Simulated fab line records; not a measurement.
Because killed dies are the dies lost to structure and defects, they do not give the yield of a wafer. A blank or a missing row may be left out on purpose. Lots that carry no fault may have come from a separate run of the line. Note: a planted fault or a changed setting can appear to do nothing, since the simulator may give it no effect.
Chamber matching ; flow n5Finfet ; uvCure-03 running N5_BEOL_M9_CURE_71: 3 sister chambers
The step cures SiCOH lowk, time 240 s. 6 wafers are shown with their chamber, then 12 later ones without.

## WAFERS WITH THEIR CHAMBER
wafer;chamber;wafer_temp_C_max;lampPowerPct (%)
L081.3;2;387.8;52.32
L081.6;2;387.2;52.30
L083.5;1;387.9;52.38
L083.6;1;387.6;52.37
L084.5;0;387.2;52.28
L084.6;0;387.1;52.45

## WAFERS WITHOUT THEIR CHAMBER
wafer;wafer_temp_C_max;lampPowerPct (%)
L088.1;388.0;52.30
L088.2;387.9;52.26
L088.3;388.1;52.41
L090.1;388.8;52.37
L090.2;388.2;52.32
L090.6;387.7;52.31
L091.1;387.0;52.26
L091.4;387.5;52.30
L091.5;387.7;52.32
L097.2;386.6;52.28
L097.3;386.7;52.29
L097.6;386.6;52.32

## WHICH CHAMBER EACH ONE RAN IN
wafer;from the rows above;in truth
L088.1;can't be placed: 1 or 2 or 0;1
L088.2;can't be placed: 2 or 1 or 0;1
L088.3;can't be placed: 1 or 2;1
L090.1;can't be placed: 1 or 2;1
L090.2;can't be placed: 1 or 2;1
L090.6;can't be placed: 2 or 1 or 0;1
L091.1;can't be placed: 0 or 2 or 1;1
L091.4;can't be placed: 2 or 1 or 0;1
L091.5;can't be placed: 2 or 1 or 0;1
L097.2;can't be placed: 0 or 2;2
L097.3;can't be placed: 0 or 2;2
L097.6;can't be placed: 0 or 2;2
Correct placement for 0 of the 12. From these rows, 12 cannot be placed; in 12 the true chamber is one of the candidates. Wrongly placed: 0.
How it was worked out, from the rows above alone: a wafer's distance from a chamber is the root of the sum, over the readings, of the square of ((its reading less the chamber's mean) divided by the reading's scatter). If the next closest chamber is less than 2 further off than the closest, the wafer can't be placed; otherwise it belongs to the closest. A chamber's mean is the mean of its shown wafers. The scatter: take each reading less its chamber's mean, square it, sum over the shown wafers, divide by the number of wafers less the number of chambers, and take the root.
